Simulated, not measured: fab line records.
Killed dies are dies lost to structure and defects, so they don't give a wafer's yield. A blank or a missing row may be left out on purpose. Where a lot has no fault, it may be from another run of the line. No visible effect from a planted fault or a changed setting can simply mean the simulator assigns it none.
A lot that was struck, set against a sound lot :: flow nand-harc :: 15 steps out of a route of 1159
Sound: wafers L149.1, L149.2, L149.5. Struck: wafer L158.6 (left out: L158.3, a lot-mate that was not struck); the cause follows at the end.
Order at every step that has rows: each side's tool, ch and its chambers, its first start. Under that, the readings that differ: sound wafers :: struck wafers :: difference of the means :: sigmas: that difference in standard deviations of wafers without a fault.
alike: same words and numbers on both sides, and readings whose means sit less than 2 such deviations apart. not compared: any withheld reading, any reading some wafer has no value for, any bound like >300 that may hide the same value, and any number with overlapping values for which the record gives no deviation.
A row with sigmas, a row that says differs or no value, or rows on one side alone: a step with any of these is where the two part. Numbers that don't overlap but have no deviation are shown without sigmas and don't part them. Lack of a reading on every wafer of one side parts them only where that side has two or more wafers.

first, 7 steps without rows for these wafers: NHARC_A_BONDPAD_COAT_33 (time 65 s); NHARC_A_BONDPAD_COAT_03 (resist thk 600 nm); NHARC_A_BONDPAD_SOFTBAKE_04 (time 70 s); NHARC_A_BONDPAD_EBR_05; NHARC_A_BONDPAD_EXPOSE_06 (exposes mask A BPAD); NHARC_A_BONDPAD_PEB_07 (peb time 80 s); NHARC_A_BONDPAD_DEVELOP_08 (time 50 s).
NHARC_A_BONDPAD_CD_MEAS_09 targets a cd of 500 nm.
  sound on cd-sem-02 ch 0, day 18 10:45; struck on cd-sem-02 ch 0, day 20 11:37
  alike: cd-nm
NHARC_A_BONDPAD_OVL_MEAS_35:
  sound: overlay-01 at day 18 10:50; struck: overlay-02 at day 20 11:42
  alike: overlay-x-nm, overlay-y-nm
then, 1 step without rows for these wafers: NHARC_A_BONDPAD_HARDBAKE_10 (time 65 s).
NHARC_A_BONDPAD_DESCUM_11: chemistry O2, time 3 s.
  sound on rie-diel-11 ch 0,1, day 18 10:58; struck on rie-diel-11 ch 2, day 20 11:52
  alike: drypump-motor-current-A, oes-product-au, rf-vpp-V, showerhead-plenum-p-Torr, throttle-valve-pct
  not compared: rf-hours-counter-h
NHARC_A_BONDPAD_ETCH_34: etches the open film in N2/H2, target depth 60 nm, overetch 18 nm, time 65.91 s.
  sound on rie-diel-11 ch 1,2,3, day 18 11:03; struck on rie-diel-11 ch 3, day 20 11:56
  alike: drypump-motor-current-A, h2-flow-sccm, oes-product-au, rf-vpp-V, run-length-s, showerhead-plenum-p-Torr, throttle-valve-pct
  not compared: rf-hours-counter-h
NHARC_A_BONDPAD_ETCH_12: etches the open film in CHF3/O2, target depth 220 nm, time 110 s.
  sound on rie-diel-11 ch 0,1,2, day 18 11:08; struck on rie-diel-11 ch 0, day 20 12:02
reading: run-length-s (s)
sound: 131.1 131.6 131.7
struck: 99.1
difference: -32.4
sigmas: -75
  alike: drypump-motor-current-A, oes-product-au, rf-vpp-V, showerhead-plenum-p-Torr, throttle-valve-pct
  not compared: rf-hours-counter-h
NHARC_A_BONDPAD_CD_MEAS_13:
  sound: cd-sem-03 at day 18 11:17; struck: cd-sem-01 at day 20 12:10
  alike: cd-nm
NHARC_END_SORT_01:
  sound on prober-02 ch 0, day 20 18:45; struck on prober-01 ch 0, day 22 05:54
reading: defect-limited-yield (%)
sound: 93.6 92.3 95.4
struck: 0
difference: -94
sigmas: -59

reading: killed-at-array
sound: 36 45 26
struck: 673
difference: +637
sigmas: +64

reading: killed-at-other
sound: 0 1 0
struck: 3
difference: +3
sigmas: +2

reading: killed-at-periphery
sound: 7 6 5
struck: 1
difference: -5
sigmas: -2

reading: killed-dies
sound: 43 52 31
struck: 677
difference: +635
sigmas: +58

reading: killed-short
sound: 3 5 2
struck: 0
difference: -3
sigmas: -2

reading: sort_bin_2_pct (%)
sound: 1.5 2.1 1.3
struck: 97.8
difference: +96.2
sigmas: +99 or more

reading: sort-n-pass
sound: 634 625 646
struck: 0
difference: -635
sigmas: -58

reading: sort-rim-yield-pct (%)
sound: 87 98 91
struck: 0
difference: -92
sigmas: -28

reading: sort-yield-pct (%)
sound: 93.6 92.3 95.4
struck: 0
difference: -94
sigmas: -59
  alike: killed-open, sort_bin_3_pct, sort_bin_4_pct

## WHERE THEY PART
At NHARC_A_BONDPAD_ETCH_12 first; at NHARC_END_SORT_01 last (within this record only).

WHY: the cause the simulator had injected
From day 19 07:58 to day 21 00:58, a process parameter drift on rie-diel-11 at NHARC_A_BONDPAD_ETCH_12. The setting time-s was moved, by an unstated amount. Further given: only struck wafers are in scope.
